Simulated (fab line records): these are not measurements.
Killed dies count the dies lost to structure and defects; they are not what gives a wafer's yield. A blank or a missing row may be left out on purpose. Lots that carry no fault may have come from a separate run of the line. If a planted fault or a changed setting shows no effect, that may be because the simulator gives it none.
What tool caused it? :: flow nandHarc :: 18 wafers from 6 lots sampled at 3 of the route's 1159 steps

WHAT THE GAUGES SHOWED, per wafer
NHARC_P_CONTACT_CD_MEAS_12: target cd 90 nm.
lot: L751
measured: day 6 23:13
on: cdSem-01
cdNm (nm): 84.1 83.0 84.4

lot: L759
measured: day 8 23:36
on: cdSem-01
cdNm (nm): 89.7 90.3 91.4

lot: L762
measured: day 9 14:25
on: cdSem-02
cdNm (nm): 90.6 90.5 90.1

lot: L764
measured: day 10 08:02
on: cdSem-03
cdNm (nm): 90.5 89.1 89.8

lot: L766
measured: day 10 19:23
on: cdSem-03
cdNm (nm): 89.6 89.8 90.1

lot: L768
measured: day 11 07:54
on: cdSem-01
cdNm (nm): 89.8 90.3 91.0

TOOL THAT RAN EACH LOT (tool first, then ch and the chambers of the sampled wafers, then the start)
lot: L751
NHARC_P_GATE_RTA_82: rtpAnneal-02 ch 0, day 6 21:16
NHARC_P_CONTACT_EXPOSE_09: arfiScanner-01 ch 0, day 6 23:04

lot: L759
NHARC_P_GATE_RTA_82: rtpAnneal-01 ch 0, day 8 21:47
NHARC_P_CONTACT_EXPOSE_09: arfiScanner-01 ch 0, day 8 23:28

lot: L762
NHARC_P_GATE_RTA_82: rtpAnneal-01 ch 0, day 9 12:38
NHARC_P_CONTACT_EXPOSE_09: arfiScanner-03 ch 0, day 9 14:17

lot: L764
NHARC_P_GATE_RTA_82: rtpAnneal-02 ch 0, day 10 06:15
NHARC_P_CONTACT_EXPOSE_09: arfiScanner-01 ch 0, day 10 07:53

lot: L766
NHARC_P_GATE_RTA_82: rtpAnneal-01 ch 0, day 10 17:36
NHARC_P_CONTACT_EXPOSE_09: arfiScanner-02 ch 0, day 10 19:14

lot: L768
NHARC_P_GATE_RTA_82: rtpAnneal-02 ch 0, day 11 06:08
NHARC_P_CONTACT_EXPOSE_09: arfiScanner-03 ch 0, day 11 07:46
- NHARC_P_GATE_RTA_82: time 30 s.
- NHARC_P_CONTACT_EXPOSE_09: exposes mask P CA, target cd 90 nm.

THE ANSWER, worked out from the rows above alone
Rule: usual is defined by the lots themselves. The widest of any qualifying gaps counts: lots, ordered by their means at a reading, are off when they make up no more than a third of the lots, leave a main group of 4 or more, and stand apart from it by 3 or more times the standard deviation of that group's means. If all means in a main group match to the digits the tables above print for the reading, that group is not used. Also off: a lot with no number at a reading for which 4 or more lots have one. Any other lot the step has rows for is counted as sound.
Off, at NHARC_P_CONTACT_CD_MEAS_12 on cdNm: L751. For the main group the mean is 90.2 nm and the standard deviation 0.29.
A tool fits if, at a process step before that reading, it ran every lot that is off, and no sound lot after the first of them. The gauges at NHARC_P_CONTACT_CD_MEAS_12 are tried like those tools. None of those tried fits.

WHAT THE SIMULATOR HAD PUT IN
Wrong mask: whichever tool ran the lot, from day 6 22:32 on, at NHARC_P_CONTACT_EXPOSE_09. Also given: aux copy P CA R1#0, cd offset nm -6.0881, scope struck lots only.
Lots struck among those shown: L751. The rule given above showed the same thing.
